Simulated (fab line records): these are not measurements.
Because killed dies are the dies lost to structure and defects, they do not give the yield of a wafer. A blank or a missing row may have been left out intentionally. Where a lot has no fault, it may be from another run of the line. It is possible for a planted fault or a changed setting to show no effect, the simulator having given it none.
fab line records	flow nand-harc	part 1 of 2: steps 1 to 4 of 6
record lots=21	wafers=63	last-day=33
route steps=1302 shown A_SLIT@943 A_WL_FILL@953 A_CONTACT@1003
lots with no fault: from the same line, run without faults
start-h: hours from the record's first day to the start of the lot's first wafer shown	wait-h: hours since the lot's step before	" identical to the entry in the row above	L1.1+2: a row that stands for several wafers	- no value, or no start given	* or withheld: withheld	< > ~ a bound
route shown NAME@n: a module of which the file shows steps, and the number in the route of the first	usual: mean/standard deviation taken from wafers without a fault	same: alike in all rows	chamber/n: place in a boat	sites: the reading at each site	_std_site: the standard deviation of these	_edge_site: mean of outer sites minus mean of inner sites	radius-mm: for every site, how far away it sits from the centre of the wafer	mask NAME#n: copy n	behind: the last tool/chamber to shape the wafer	hold: cause of the lot's hold/its duration in hours/its outcome	device: the n, p or np transistor that did not switch	end of line: the same wafers' tests at the end of the route	step lacking rows: just its recipe	killed: not the wafer's yield, but the dies lost to structure and defects at the first sort	map: a wafer's dies, marking killed ones x, the rest . and places with no die _
set.NAME: the setting the step ran with; set.NAME@STEP: the setting that earlier step ran with	model.NAME: the simulator's own value behind a step, which no gauge read
the route's steps for a sample of lots (tables are steps, rows are wafers)
services: a tool's chamber out of use, with start hour (start-h, from the record's first day; less than 0 if before it), hours out, and reason
## steps
# step NHARC_A_SLIT_STRIP_18
# recipe o2-flow-sccm=500	ar-flow-sccm=0	bias-w=0	chemistry=O2
# usual drypump-motor-current-A=5.8/0.52	o2-flow-sccm=500.0/1.5	oes-product-au=1.002/0.0071	rf-vpp-V=57.9/0.89	showerhead-plenum-p-Torr=3.55/0.14	throttle-valve-pct=17.036/0.0095
lot.wafer	tool	chamber	start-h	wait-h	drypump-motor-current-A	o2-flow-sccm	oes-product-au	rf-hours-counter-h	rf-vpp-V	showerhead-plenum-p-Torr	throttle-valve-pct
L074.4	rie-diel-01	2	-	-	5.3	500.9	0.999	4.8	60.0	3.50	17.037
L074.2	"	1	"	"	5.4	499.4	0.994	4.0	58.5	3.76	17.032
L074.5	"	2	"	"	5.3	499.9	0.989	-	57.6	3.50	17.022
L075.3	rie-diel-09	0	-	-	5.7	499.3	0.997	7.6	57.5	3.77	17.041
L075.2	"	1	"	"	6.7	500.9	0.997	8.1	57.8	3.40	17.051
L075.6	"	0	"	"	5.7	502.3	0.997	-	57.3	3.77	17.051
L076.1	rie-diel-12	3	-	-	6.1	500.5	1.018	1.4	58.1	3.50	17.026
L076.3	"	0	"	"	5.1	501.4	1.009	0.9	57.0	3.30	17.039
L076.2	"	2	"	"	5.8	500.0	1.019	1.8	56.8	3.58	17.030
L077.2	rie-diel-12	0	-	-	5.1	500.6	0.999	2.0	56.1	3.30	17.016
L077.1	"	2	"	"	5.8	496.6	1.005	2.5	57.7	3.58	17.029
L077.5	"	1	"	"	5.4	497.9	1.004	-	57.2	3.52	17.031
L078.3	rie-diel-12	0	-	-	5.1	499.6	0.994	2.4	57.3	3.30	17.025
L078.4	"	1	"	"	5.4	500.3	0.989	2.7	58.6	3.52	17.040
L078.6	"	0	"	"	5.1	499.6	1.006	-	57.1	3.30	17.017
L080.1	rie-diel-09	3	-	-	6.2	499.7	1.002	0.0	57.9	3.72	17.035
L080.3	"	0	"	"	5.7	500.2	1.000	0.0	58.0	3.77	17.040
L080.5	"	2	"	"	6.2	499.0	1.006	-	58.4	3.53	17.033
L083.4	rie-diel-09	3	-	-	6.2	499.3	1.010	1.3	59.0	3.72	17.017
L083.3	"	0	"	"	5.7	497.4	1.000	1.3	58.1	3.77	17.048
L083.2	"	1	"	"	6.7	498.9	1.010	1.6	58.2	3.40	17.029
L081.3	rie-diel-12	1	-	-	5.4	500.0	0.987	7.2	57.5	3.52	17.030
L081.6	"	1	"	"	5.4	500.9	1.009	-	58.6	3.52	17.031
L081.5	"	2	"	"	5.8	499.0	0.992	-	57.6	3.58	17.044
L082.3	rie-diel-01	3	-	-	6.5	496.9	0.999	9.4	57.5	3.51	17.021
L082.4	"	1	"	"	5.4	499.2	0.993	7.9	57.4	3.76	17.038
L082.6	"	3	"	"	6.5	496.4	1.000	-	59.4	3.52	17.027
L084.1	rie-diel-09	3	-	-	6.2	501.0	0.995	2.9	57.5	3.71	17.046
L084.6	"	3	"	"	6.2	499.7	0.996	-	58.7	3.71	17.043
L084.5	"	0	"	"	5.7	501.6	0.999	-	58.9	3.77	17.035
L085.1	rie-diel-12	3	-	-	6.2	501.1	0.999	7.8	58.7	3.50	17.044
L085.4	"	0	"	"	5.1	503.7	1.012	-	56.6	3.30	17.055
L085.6	"	3	"	"	6.2	502.1	1.011	-	56.1	3.50	17.042
L086.4	rie-diel-01	2	-	-	5.3	498.8	1.002	1.3	57.0	3.49	17.026
L086.3	"	3	"	"	6.5	502.4	1.007	1.3	58.5	3.51	17.058
L086.6	"	0	"	"	5.0	497.6	0.991	-	57.4	3.71	17.037
L087.4	rie-diel-12	3	-	-	6.2	501.5	1.008	9.4	57.3	3.50	17.044
L087.3	"	0	"	"	5.1	501.9	1.026	9.1	57.8	3.30	17.038
L087.6	"	2	"	"	5.8	501.3	1.007	-	59.4	3.58	17.038
L089.3	rie-diel-09	0	-	-	5.7	500.3	1.001	4.8	56.7	3.77	17.031
L089.6	"	1	"	"	6.7	497.8	0.991	-	57.4	3.40	17.019
L089.5	"	2	"	"	6.2	500.5	1.010	-	56.6	3.53	17.033
L088.3	rie-diel-01	0	-	-	5.0	499.8	1.008	3.0	58.2	3.71	17.042
L088.2	"	1	"	"	5.4	500.4	1.006	3.0	56.9	3.76	17.032
L088.5	"	2	"	"	5.3	499.8	1.011	-	57.0	3.49	17.036
L090.2	rie-diel-09	3	-	-	6.2	499.1	1.004	6.5	57.6	3.71	17.037
L090.6	"	0	"	"	5.7	499.5	0.996	-	58.0	3.77	17.047
L090.5	"	1	"	"	6.7	499.0	1.012	-	57.6	3.40	17.029
L092.4	rie-diel-12	1	-	-	5.4	501.8	1.000	0.5	59.0	3.51	17.023
L092.2	"	3	"	"	6.2	498.5	1.004	0.7	58.6	3.50	17.035
L092.5	"	2	"	"	5.8	499.0	1.005	-	58.5	3.58	17.028
L093.2	rie-diel-09	2	-	-	6.2	498.9	1.001	7.5	58.0	3.53	17.022
L093.1	"	3	"	"	6.2	497.5	1.009	7.6	59.0	3.71	17.046
L093.5	"	3	"	"	6.2	500.6	1.009	-	58.5	3.71	17.028
L095.4	rie-diel-01	2	-	-	5.3	499.9	0.996	6.3	58.0	3.49	17.044
L095.6	"	1	"	"	5.4	500.7	0.995	-	58.0	3.75	17.044
L095.5	"	2	"	"	5.3	498.9	1.004	-	59.5	3.49	17.040
L097.3	rie-diel-12	2	-	-	5.8	501.0	0.998	2.6	58.3	3.58	17.045
L097.1	"	3	"	"	6.2	499.9	0.997	2.7	57.4	3.50	17.037
L097.5	"	2	"	"	5.8	500.6	1.007	-	56.6	3.58	17.031
L094.1	rie-diel-01	1	-	-	5.4	499.9	0.996	8.1	58.7	3.75	17.048
L094.3	"	3	"	"	6.5	499.3	1.003	7.1	58.5	3.51	17.026
L094.5	"	2	"	"	5.3	502.8	0.998	-	58.3	3.49	17.040
# step NHARC_A_WL_FILL_RTA_01
# recipe temp-c=1000	time-s=5
# usual lamp-power-pct=29.11/0.1	lamp_zone_2_pct=29.10/0.11	lamp_zone_3_pct=29.11/0.1	wafer_temp_C_max=1004.2/0.98
lot.wafer	tool	chamber	start-h	wait-h	lamp-power-pct	lamp_zone_2_pct	lamp_zone_3_pct	wafer_temp_C_max
L074.2	rtp-anneal-01	0	459.50	-	29.04	28.99	29.05	1006.1
L074.4	"	0	"	"	29.01	28.98	29.03	1005.4
L074.5	"	0	"	"	29.04	28.95	29.02	1005.9
L075.2	rtp-anneal-01	0	463.25	-	29.01	29.04	29.06	1002.8
L075.3	"	0	"	"	29.01	29.01	29.01	1005.2
L075.6	"	0	"	"	29.01	29.00	29.01	1003.8
L076.1	rtp-anneal-02	0	478.51	-	29.22	29.21	29.21	1003.9
L076.2	"	0	"	"	29.22	29.16	29.21	1003.2
L076.3	"	0	"	"	29.21	29.21	29.23	1004.2
L077.1	rtp-anneal-02	0	495.65	-	29.21	29.19	29.24	1003.8
L077.2	"	0	"	"	29.26	29.18	29.27	1002.9
L077.5	"	0	"	"	29.28	29.25	29.20	1002.9
L078.3	rtp-anneal-02	0	508.13	-	29.23	29.21	29.19	1002.7
L078.4	"	0	"	"	29.24	29.20	29.25	1003.1
L078.6	"	0	"	"	29.21	29.20	29.23	1003.5
L080.1	rtp-anneal-02	0	516.53	-	29.19	29.16	29.18	1004.1
L080.3	"	0	"	"	29.15	29.20	29.21	1003.6
L080.5	"	0	"	"	29.17	29.25	29.17	1004.4
L081.3	rtp-anneal-02	0	542.78	-	29.27	29.26	29.26	1004.9
L081.5	"	0	"	"	29.24	29.26	29.18	1003.0
L081.6	"	0	"	"	29.20	29.23	29.20	1003.6
L083.2	rtp-anneal-02	0	542.92	-	29.18	29.17	29.21	1003.4
L083.3	"	0	"	"	29.18	29.20	29.15	1003.0
L083.4	"	0	"	"	29.17	29.20	29.17	1004.2
L082.3	rtp-anneal-01	0	548.07	-	29.04	29.06	29.04	1004.0
L082.4	"	0	"	"	29.02	29.03	29.00	1005.4
L082.6	"	0	"	"	29.01	29.01	29.04	1005.6
L084.1	rtp-anneal-01	0	579.15	-	29.00	28.99	28.98	1004.1
L084.5	"	0	"	"	29.00	29.00	29.00	1004.7
L084.6	"	0	"	"	29.05	28.97	28.99	1004.3
L085.1	rtp-anneal-02	0	579.15	-	29.24	29.23	29.22	1002.8
L085.4	"	0	"	"	29.20	29.21	29.28	1005.4
L085.6	"	0	"	"	29.29	29.24	29.19	1003.4
L086.3	rtp-anneal-01	0	584.70	-	28.99	29.01	29.07	1003.9
L086.4	"	0	"	"	29.07	29.01	29.02	1004.0
L086.6	"	0	"	"	29.05	29.03	29.05	1004.1
L087.3	rtp-anneal-01	0	593.30	-	29.07	29.08	29.05	1004.2
L087.4	"	0	"	"	29.04	29.01	29.06	1005.0
L087.6	"	0	"	"	29.00	29.03	29.05	1004.5
L088.2	rtp-anneal-01	0	601.23	-	29.03	29.01	29.04	1003.9
L088.3	"	0	"	"	29.03	29.06	29.00	1005.1
L088.5	"	0	"	"	28.99	29.00	29.01	1004.2
L089.3	rtp-anneal-02	0	601.26	-	29.16	29.23	29.22	1004.2
L089.5	"	0	"	"	29.22	29.23	29.16	1003.9
L089.6	"	0	"	"	29.18	29.17	29.20	1003.3
L090.2	rtp-anneal-01	0	635.84	-	29.02	29.05	29.00	1004.9
L090.5	"	0	"	"	29.05	29.01	29.01	1005.3
L090.6	"	0	"	"	29.01	29.01	29.01	1005.1
L092.2	rtp-anneal-02	0	657.75	-	29.23	29.19	29.25	1003.3
L092.4	"	0	"	"	29.20	29.21	29.28	1004.4
L092.5	"	0	"	"	29.23	29.23	29.24	1003.0
L093.1	rtp-anneal-01	0	662.96	-	28.99	28.96	28.99	1005.5
L093.2	"	0	"	"	28.99	29.04	28.99	1004.9
L093.5	"	0	"	"	29.02	28.94	28.99	1005.3
L097.1	rtp-anneal-01	0	681.22	-	29.06	29.00	29.00	1004.3
L097.3	"	0	"	"	29.01	29.00	29.01	1003.8
L097.5	"	0	"	"	29.01	29.01	29.04	1004.6
L095.4	rtp-anneal-02	0	681.47	-	29.22	29.16	29.23	1003.4
L095.5	"	0	"	"	29.18	29.23	29.24	1003.6
L095.6	"	0	"	"	29.20	29.23	29.20	1003.9
L094.1	rtp-anneal-01	0	685.48	-	29.00	28.99	29.01	1005.2
L094.3	"	0	"	"	29.08	29.00	29.03	1004.5
L094.5	"	0	"	"	29.07	29.00	29.05	1003.7
# step NHARC_A_WL_FILL_ETCHBACK_26
# recipe target-depth-a=520	time-s=13.3	hbr-flow-sccm=150	rf-w=350	icp-w=350	bias-w=60	chemistry=HBr
# usual drypump-motor-current-A=5.9/0.42	hbr-flow-sccm=149.9/0.46	he-backside-leak-sccm=2.65/0.23	oes-product-au=1.000/0.0075	throttle-valve-pct=23.267/0.0085
lot.wafer	tool	chamber	start-h	wait-h	drypump-motor-current-A	hbr-flow-sccm	he-backside-leak-sccm	oes-product-au	rf-hours-counter-h	throttle-valve-pct
L074.2	rie-si-06	0	476.69	0.4	5.9	149.4	2.88	0.985	0.3	23.274
L074.4	"	3	"	"	6.6	150.2	2.83	0.994	0.2	23.243
L074.5	"	1	"	"	5.8	149.5	2.48	0.995	-	23.263
L075.3	rie-si-03	3	479.50	0.4	5.9	150.2	2.41	1.006	0.5	23.266
L075.2	"	0	"	"	5.0	149.9	2.44	1.000	0.5	23.254
L075.6	"	2	"	"	5.7	149.7	2.78	1.001	-	23.265
L076.1	rie-si-01	1	496.85	0.4	6.5	150.6	2.32	1.006	0.8	23.265
L076.3	"	2	"	"	5.8	150.1	2.90	0.998	0.8	23.266
L076.2	"	0	"	"	5.8	149.7	2.87	0.989	0.8	23.263
L077.2	rie-si-03	3	517.67	0.4	5.9	150.0	2.38	1.011	0.7	23.256
L077.1	"	0	"	"	5.0	150.2	2.52	1.012	0.7	23.264
L077.5	"	2	"	"	5.7	149.9	2.78	0.999	-	23.260
L078.3	rie-si-01	1	524.93	0.4	6.5	149.8	2.21	1.009	0.9	23.276
L078.4	"	2	"	"	5.7	148.7	2.91	1.006	1.0	23.255
L078.6	"	1	"	"	6.5	150.3	2.36	1.003	-	23.257
L080.1	rie-si-01	1	532.93	0.4	6.5	150.6	2.29	0.987	1.0	23.267
L080.3	"	0	"	"	5.8	150.0	2.92	0.993	0.9	23.264
L080.5	"	2	"	"	5.7	149.9	2.87	0.992	-	23.268
L082.3	rie-si-06	3	564.31	0.4	6.6	150.0	2.88	1.020	0.8	23.271
L082.4	"	0	"	"	5.9	149.7	2.63	0.995	0.9	23.258
L082.6	"	0	"	"	5.9	150.4	2.61	1.006	-	23.261
L081.3	rie-si-03	1	564.31	0.4	5.8	150.1	2.48	0.992	1.1	23.266
L081.6	"	1	"	"	5.8	150.2	2.46	1.002	-	23.266
L081.5	"	2	"	"	5.7	149.6	2.69	1.001	-	23.264
L083.3	rie-si-01	3	564.31	0.4	6.4	150.3	2.86	1.004	0.0	23.253
L083.2	"	0	"	"	5.8	149.4	3.00	0.993	0.0	23.271
L083.4	"	2	"	"	5.7	150.6	2.87	0.998	0.1	23.269
L085.1	rie-si-01	3	595.83	0.4	6.4	149.9	2.96	1.007	0.2	23.254
L085.4	"	0	"	"	5.8	150.4	2.97	0.997	0.2	23.284
L085.6	"	2	"	"	5.7	150.0	2.88	1.007	-	23.279
L084.1	rie-si-03	3	595.86	0.4	5.9	150.5	2.94	0.996	0.0	23.280
L084.5	"	0	"	"	5.0	149.7	2.46	0.997	-	23.274
L084.6	"	1	"	"	5.8	150.1	2.55	0.995	-	23.254
L086.4	rie-si-03	2	601.51	0.4	5.7	151.2	2.59	0.990	0.1	23.259
L086.3	"	0	"	"	5.0	149.2	2.50	1.001	0.1	23.273
L086.6	"	1	"	"	5.8	149.9	2.47	1.008	-	23.274
L087.3	rie-si-03	1	610.04	0.4	5.8	149.8	2.53	0.999	0.2	23.259
L087.4	"	3	"	"	5.9	150.3	2.39	0.996	0.1	23.262
L087.6	"	2	"	"	5.7	149.8	2.64	0.976	-	23.259
L088.2	rie-si-06	0	620.53	0.4	5.9	150.3	2.69	1.006	0.1	23.267
L088.3	"	2	"	"	6.1	150.8	3.02	1.011	0.1	23.259
L088.5	"	3	"	"	6.5	149.5	2.82	0.990	-	23.268
L089.3	rie-si-01	1	620.55	0.4	6.5	149.9	2.84	0.993	0.5	23.258
L089.5	"	2	"	"	5.7	150.4	2.93	0.991	-	23.274
L089.6	"	3	"	"	6.4	150.0	2.70	1.006	-	23.269
L090.2	rie-si-03	1	652.21	0.4	5.8	150.7	2.45	0.994	0.4	23.260
L090.6	"	1	"	"	5.9	149.5	2.43	1.011	-	23.276
L090.5	"	2	"	"	5.7	150.1	2.72	1.000	-	23.265
L092.2	rie-si-01	2	676.21	0.4	5.7	149.8	2.83	1.008	0.8	23.258
L092.5	"	3	"	"	6.4	150.4	2.96	1.003	-	23.262
L092.4	"	1	"	"	6.5	149.7	2.29	1.002	-	23.274
L093.1	rie-si-06	1	681.56	0.4	5.8	149.6	2.58	0.994	0.5	23.280
L093.2	"	2	"	"	6.2	150.3	3.20	0.993	0.4	23.272
L093.5	"	0	"	"	5.9	149.7	2.47	1.009	-	23.268
L095.4	rie-si-06	2	695.86	0.4	6.2	149.1	3.07	0.995	0.5	23.276
L095.6	"	1	"	"	5.8	150.7	2.62	0.997	-	23.278
L095.5	"	2	"	"	6.2	149.8	3.00	0.999	-	23.268
L097.1	rie-si-03	0	698.15	0.4	5.1	150.0	2.40	1.003	0.8	23.282
L097.3	"	1	"	"	5.8	149.5	2.43	1.012	0.7	23.288
L097.5	"	1	"	"	5.8	149.9	2.50	1.014	-	23.275
L094.3	rie-si-03	0	704.16	0.4	5.0	150.5	2.42	1.000	0.8	23.261
L094.1	"	2	"	"	5.7	150.3	2.89	1.005	0.7	23.287
L094.5	"	1	"	"	5.8	149.8	2.49	1.005	-	23.270
# step NHARC_A_CONTACT_ETCH_50
# recipe target-depth-a=1210	time-s=60.5	cf4-flow-sccm=100	chf3-flow-sccm=30	ar-flow-sccm=0	rf-w=500	bias-w=200	chemistry=CF4/CHF3
# usual drypump-motor-current-A=5.8/0.48	oes-product-au=0.958/0.022	rf-vpp-V=370.4/2.1	showerhead-plenum-p-Torr=1.57/0.056	throttle-valve-pct=16.803/0.0097
lot.wafer	tool	chamber	start-h	wait-h	drypump-motor-current-A	oes-product-au	rf-hours-counter-h	rf-vpp-V	showerhead-plenum-p-Torr	throttle-valve-pct
L074.2	rie-diel-08	1	-	-	5.7	0.922	37	369.3	1.53	16.799
L074.4	"	2	"	"	6.3	0.936	41	372.3	1.59	16.815
L074.5	"	1	"	"	5.7	0.927	-	367.8	1.53	16.806
L075.3	rie-diel-11	2	-	-	5.4	0.978	8	370.1	1.60	16.791
L075.2	"	0	"	"	5.2	0.968	9	372.7	1.63	16.794
L075.6	"	3	"	"	6.6	0.968	-	367.5	1.49	16.803
L076.1	rie-diel-11	2	-	-	5.4	0.987	10	370.5	1.60	16.811
L076.3	"	3	"	"	6.5	0.970	10	366.9	1.49	16.802
L076.2	"	0	"	"	5.2	0.963	12	373.9	1.63	16.803
L077.2	rie-diel-11	0	-	-	5.2	0.982	15	373.5	1.63	16.801
L077.1	"	1	"	"	5.5	0.969	16	370.5	1.59	16.784
L077.5	"	1	"	"	5.5	0.965	-	372.8	1.59	16.805
L078.3	rie-diel-11	1	-	-	5.4	0.978	18	369.9	1.59	16.804
L078.4	"	2	"	"	5.4	0.974	16	370.6	1.60	16.806
L078.6	"	3	"	"	6.5	0.967	-	366.6	1.49	16.792
L080.3	rie-diel-11	2	-	-	5.5	0.926	17	370.9	1.60	16.781
L080.1	"	0	"	"	5.2	0.934	18	371.1	1.63	16.808
L080.5	"	2	"	"	5.5	0.927	-	370.8	1.60	16.802
L081.3	rie-diel-11	1	-	-	5.5	0.962	25	370.4	1.59	16.817
L081.6	"	2	"	"	5.4	0.977	-	371.2	1.60	16.807
L081.5	"	3	"	"	6.5	0.974	-	365.6	1.48	16.803
L083.2	rie-diel-08	3	-	-	6.1	0.942	6	374.4	1.65	16.785
L083.4	"	1	"	"	5.7	0.974	6	367.7	1.52	16.808
L083.3	"	2	"	"	6.2	0.964	6	370.1	1.58	16.790
L082.3	rie-diel-11	3	-	-	6.5	0.969	23	367.0	1.48	16.794
L082.4	"	0	"	"	5.2	0.981	24	371.8	1.63	16.800
L082.6	"	3	"	"	6.6	0.978	-	368.3	1.48	16.810
L085.1	rie-diel-03	0	-	-	5.7	0.934	54	367.3	1.52	16.817
L085.4	"	2	"	"	6.5	0.920	44	367.6	1.50	16.800
L085.6	"	0	"	"	5.7	0.928	-	369.3	1.52	16.804
L084.1	rie-diel-11	3	-	-	6.6	0.964	26	368.4	1.48	16.796
L084.5	"	1	"	"	5.4	0.950	-	370.5	1.59	16.814
L084.6	"	2	"	"	5.4	0.970	-	371.1	1.59	16.804
L086.3	rie-diel-11	3	-	-	6.5	0.982	28	366.4	1.48	16.798
L086.4	"	0	"	"	5.2	0.989	28	371.8	1.63	16.805
L086.6	"	1	"	"	5.5	0.949	-	370.4	1.59	16.786
L087.3	rie-diel-08	2	-	-	6.2	0.928	19	370.8	1.58	16.788
L087.4	"	0	"	"	6.4	0.921	18	368.5	1.52	16.802
L087.6	"	2	"	"	6.2	0.933	-	368.9	1.58	16.806
L088.3	rie-diel-08	2	-	-	6.2	0.980	25	371.0	1.58	16.797
L088.2	"	3	"	"	6.0	0.961	23	374.7	1.65	16.823
L088.5	"	3	"	"	6.0	0.958	-	373.3	1.65	16.807
L089.3	rie-diel-11	3	-	-	6.5	0.981	2	367.0	1.48	16.804
L089.6	"	1	"	"	5.5	0.973	-	370.8	1.58	16.812
L089.5	"	2	"	"	5.4	0.976	-	373.6	1.59	16.814
L090.2	rie-diel-08	0	-	-	6.4	0.959	36	367.6	1.52	16.806
L090.5	"	1	"	"	5.7	0.958	-	368.4	1.51	16.803
L090.6	"	2	"	"	6.2	0.939	-	370.2	1.57	16.810
L092.2	rie-diel-11	1	-	-	5.5	0.966	10	370.7	1.58	16.803
L092.4	"	2	"	"	5.4	0.961	12	371.5	1.59	16.801
L092.5	"	1	"	"	5.5	0.978	-	370.6	1.58	16.812
L093.1	rie-diel-11	3	-	-	6.6	0.966	11	367.4	1.48	16.803
L093.2	"	1	"	"	5.4	0.977	12	370.7	1.58	16.813
L093.5	"	0	"	"	5.2	0.973	-	372.9	1.63	16.801
L095.4	rie-diel-08	0	-	-	6.4	0.931	46	367.8	1.52	16.812
L095.6	"	0	"	"	6.4	0.920	-	369.0	1.52	16.811
L095.5	"	1	"	"	5.7	0.925	-	368.5	1.51	16.807
L097.3	rie-diel-03	0	-	-	5.7	0.998	17	370.9	1.51	16.810
L097.1	"	2	"	"	6.5	0.967	21	366.5	1.49	16.788
L097.5	"	1	"	"	5.6	0.967	-	371.5	1.60	16.790
L094.3	rie-diel-03	2	-	-	6.4	0.972	22	368.3	1.49	16.823
L094.1	"	0	"	"	5.7	0.996	18	368.6	1.51	16.789
L094.5	"	2	"	"	6.5	0.973	-	367.3	1.49	16.816
